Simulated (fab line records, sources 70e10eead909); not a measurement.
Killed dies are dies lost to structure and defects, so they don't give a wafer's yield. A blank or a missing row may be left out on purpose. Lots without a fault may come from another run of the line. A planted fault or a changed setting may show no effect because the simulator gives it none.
One fault seen from 2 desks | flow nand_harc | each desk has only its own numbers; what lay behind them comes last

THE DEFECT DESK
What the inspections along the route counted, lot by lot: means of the sampled wafers that have a number. A lot is out of limits, marked OUT, if its mean lies more than 4 standard deviations from the usual mean; the brackets give that distance.
Columns: A = raw_defect_count at NHARC_A_START_INSPECT_01, usual 3.3; B = raw_defect_count at NHARC_A_ZERO_WELL_INSPECT_17, usual 11
lot  | first seen here | A   | B
L310 | day 7 12:42     | 3.3 | 23
L309 | day 7 13:52     | 3.7 | 6
L311 | day 7 14:21     | 4.3 | 6
L312 | day 8 00:56     | 4.0 | 8
L313 | day 8 14:37     | 4.7 | 4
L322 | day 10 08:32    | 2.3 | 1279 (+99 or more) OUT
L320 | day 10 09:37    | 3.7 | 1256 (+99 or more) OUT
L323 | day 10 15:08    | 3.7 | 12
L324 | day 10 21:33    | 3.3 | 9
L325 | day 11 06:40    | 2.7 | 16
L327 | day 11 12:04    | 4.0 | 6
L329 | day 12 09:19    | 2.7 | 7
This desk's finding: out of limits on L320, L322; first on L322, day 10 10:51 (raw_defect_count at NHARC_A_ZERO_WELL_INSPECT_17). In limits: L310, L309, L311, L312, L313, L323, L324, L325, L327, L329.

THE TOOL OWNER'S DESK: rie_si-06
The tool's own readings at NHARC_A_ZERO_WELL_ETCH_13 (etches the open film in HBr/Cl2, target depth 120 nm, time 40.1 s): means of the sampled wafers that have a number, for each lot that ran on this tool. A lot is out of limits, marked OUT, if its mean lies more than 4 standard deviations from the usual mean; the brackets give that distance.
Columns: A = chamber_pressure_mTorr at NHARC_A_ZERO_WELL_ETCH_13, usual 14.998 mTorr; B = drypump_motor_current_A at NHARC_A_ZERO_WELL_ETCH_13, usual 5.6 A; C = he_backside_leak_sccm at NHARC_A_ZERO_WELL_ETCH_13, usual 2.68 sccm; D = oes_product_au at NHARC_A_ZERO_WELL_ETCH_13, usual 1.003 a.u.; E = throttle_valve_pct at NHARC_A_ZERO_WELL_ETCH_13, usual 26.406 %
lot  | first seen here | A      | B   | C    | D     | E
L310 | day 7 13:55     | 14.991 | 5.3 | 2.75 | 1.007 | 26.411
L309 | day 7 14:57     | 15.001 | 5.4 | 2.80 | 1.003 | 26.399
L312 | day 8 02:03     | 14.993 | 5.4 | 2.86 | 0.995 | 26.404
L322 | day 10 09:44    | 15.006 | 5.3 | 2.95 | 1.004 | 26.409
L320 | day 10 10:42    | 14.987 | 5.4 | 2.73 | 0.997 | 26.410
This desk's finding: nothing out of limits on any of the 5 lots.

PUT TOGETHER
The defect desk could have raised an alarm at day 10 10:51, on L320, L322.
The tool owner's desk saw nothing out of limits.
The tool owner's desk has L320, L322 on record, within its limits.
Of the lots named, all ran NHARC_A_ZERO_WELL_ETCH_13 on rie_si-06.

WHAT THE SIMULATOR HAD PUT IN
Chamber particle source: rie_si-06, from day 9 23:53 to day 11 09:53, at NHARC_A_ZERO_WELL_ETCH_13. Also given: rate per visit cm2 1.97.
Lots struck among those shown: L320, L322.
Hours from the fault's start to each desk's first reading out of limits: the defect desk, 11.
